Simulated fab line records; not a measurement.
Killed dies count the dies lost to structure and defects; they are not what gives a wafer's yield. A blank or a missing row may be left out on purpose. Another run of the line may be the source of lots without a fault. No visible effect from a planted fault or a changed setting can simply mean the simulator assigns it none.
Split-lot study	flow n5 finfet	on a route of 1938 steps: 7 lots, 39 wafers read

## ABOUT THE SPLIT
At N5_BEOL_M2_TRENCH_ETCH_37 (etches SiOC in C4F6/O2, target depth 55.555 nm, time 29.2 s), the setting time s was moved away from the recipe's 29.2 s on 9 of the 39 wafers read, by -52.7% to +33.6%. The other wafers ran this setting at the recipe's value.

## FROM THE SPLIT TO THE READING: what the file shows between them, 8 steps
- N5_BEOL_M2_ETCH_41: etches SiCN in CH3F/O2, target depth 29.9 nm, time 52.5 s
- N5_BEOL_M2_STRIP_97: strips in N2/H2, time 10 s
- N5_BEOL_M2_OCD_MEAS_38
- N5_BEOL_M2_HM_STRIP_39: strips TiN in peroxide tin strip, target depth 25 nm, time 158 s
- N5_BEOL_M2_SRD_40: time 30 s
- N5_BEOL_M2_ECD_50: material Cu, target thk 300 nm
- N5_BEOL_M2_ANNEAL_51: time 90 s
- N5_BEOL_M2_CMP_52: polishes, stops on SiOC, t overpolish 6.8 s, target thk 40 nm

## THE READING
M2_THK, in nm, at N5_BEOL_M2_THK_MEAS_53 (measures by xrf). Fault-free wafers of this fab line usually give 39.1 nm, standard deviation 1.3 nm.

wafer	tool, chamber at the split	time s as run, s	against the recipe	M2_THK, nm	against lot-mates on the recipe
L082.1	rie diel-04, 3	29.2	recipe	40.8	-
L082.2	rie diel-04, 0	29.2	recipe	39.6	-
L082.3	rie diel-04, 2	29.2	recipe	39.1	-
L082.4	rie diel-04, 1	29.2	recipe	38.8	-
L082.5	rie diel-04, 2	29.2	recipe	38.6	-
L082.6	rie diel-04, 1	29.2	recipe	39.5	-
L086.1	rie diel-04, 3	29.2	recipe	40.9	-
L086.2	rie diel-04, 1	38.7	+32.5%	56.3	+16.3
L086.3	rie diel-04, 0	29.2	recipe	39.2	-
L086.4	rie diel-04, 2	38.7	+32.5%	55.5	+15.5
L086.5	rie diel-04, 0	29.2	recipe	39.9	-
L086.6	rie diel-04, 3	38.7	+32.5%	58.5	+18.5
L088.1	rie diel-01, 3	29.2	recipe	41.8	-
L088.2	rie diel-01, 2	29.2	recipe	37.6	-
L088.3	rie diel-01, 0	29.2	recipe	39.3	-
L088.4	rie diel-01, 1	29.2	recipe	37.1	-
L088.5	rie diel-01, 3	29.2	recipe	39.4	-
L088.6	rie diel-01, 2	29.2	recipe	37.6	-
L089.1	rie diel-06, 1	29.2	recipe	39.2	-
L089.2	rie diel-06, 2	13.8	-52.7%	10.6	-27.8
L089.3	rie diel-06, 3	29.2	recipe	37.7	-
L089.4	rie diel-06, 0	13.8	-52.7%	10.8	-27.6
L089.5	rie diel-06, 3	29.2	recipe	38.3	-
L089.6	rie diel-06, 2	13.8	-52.7%	10.2	-28.2
L092.1	rie diel-01, 0	29.2	recipe	39.2	-
L092.2	rie diel-01, 1	29.2	recipe	38.9	-
L092.3	rie diel-01, 3	29.2	recipe	40.8	-
L092.4	rie diel-01, 2	29.2	recipe	36.5	-
L092.5	rie diel-01, 1	29.2	recipe	38.7	-
L092.6	rie diel-01, 0	29.2	recipe	39.2	-
L093.2	rie diel-06, 2	29.2	recipe	38.8	-
L093.3	rie diel-06, 1	29.2	recipe	36.9	-
L093.5	rie diel-06, 2	29.2	recipe	39.6	-
L097.1	rie diel-04, 1	39.02	+33.6%	56.8	+16.1
L097.2	rie diel-04, 2	39.02	+33.6%	56.9	+16.2
L097.3	rie diel-04, 0	39.02	+33.6%	59.2	+18.5
L097.4	rie diel-04, 3	29.2	recipe	40.9	-
L097.5	rie diel-04, 0	29.2	recipe	40.1	-
L097.6	rie diel-04, 3	29.2	recipe	41.1	-

FIT RESULTS
A straight line over all 39 wafers: M2_THK changes by +0.544 nm for each +1% of time s; r = +0.99; the points scatter about the line by 1.3 nm.
The same after taking each lot's own level away (the mean of its wafers on the recipe; 39 wafers): +0.52 nm for each +1%; r = +0.99; scatter 1.1 nm.
The reading moves by 27 nm for the largest change in time s, on that fit.
Measured against the standard deviation above, the lots' own levels, which go from 38.40 to 40.70 nm, span 1.8 times it.
Consequently the slope shifts little with the lot-to-lot level, the two slopes agreeing.
Check: for one of the wafers moved furthest among these (-52.7%), held out of the fit, the line's prediction against its lot-mates is -27.4 nm. It came out at -27.8 nm against them.

## THE WHOLE CHAIN: every reading that the file lists as answering this split, in the file's order
step	what it does	reading	change (the file's fit)	r (the file's)
N5_BEOL_M2_TRENCH_ETCH_37	etches SiOC in C4F6/O2, target depth 55.555 nm, time 29.2 s	BEOL_M2.feature depth nm (the simulator's own value, which no gauge read)	+0.525 nm for each +1% of the setting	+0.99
N5_BEOL_M2_TRENCH_ETCH_37	etches SiOC in C4F6/O2, target depth 55.555 nm, time 29.2 s	etch.depth nm (the simulator's own value, which no gauge read)	+0.525 nm for each +1% of the setting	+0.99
N5_BEOL_M2_OCD_MEAS_38		trench depth nm	+0.528 nm for each +1% of the setting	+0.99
N5_BEOL_M2_CMP_52	polishes, stops on SiOC, t overpolish 6.8 s, target thk 40 nm	Cu_of_BEOL_M2_ECD_50.thk nm (the simulator's own value, which no gauge read)	+0.531 nm for each +1% of the setting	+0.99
N5_BEOL_M2_THK_MEAS_53	measures by xrf	M2_THK	+0.519 for each +1% of the setting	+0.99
N5_BEOL_M2_RS_MEAS_58	measures by four-point-probe	M2_RS	not straight: 4.136 at the lowest setting, 0.676 at the recipe, 0.411 at the highest	not given

## THE FILE'S OWN FIT
M2_THK changes by +0.519 nm for each +1% of time s, r = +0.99.
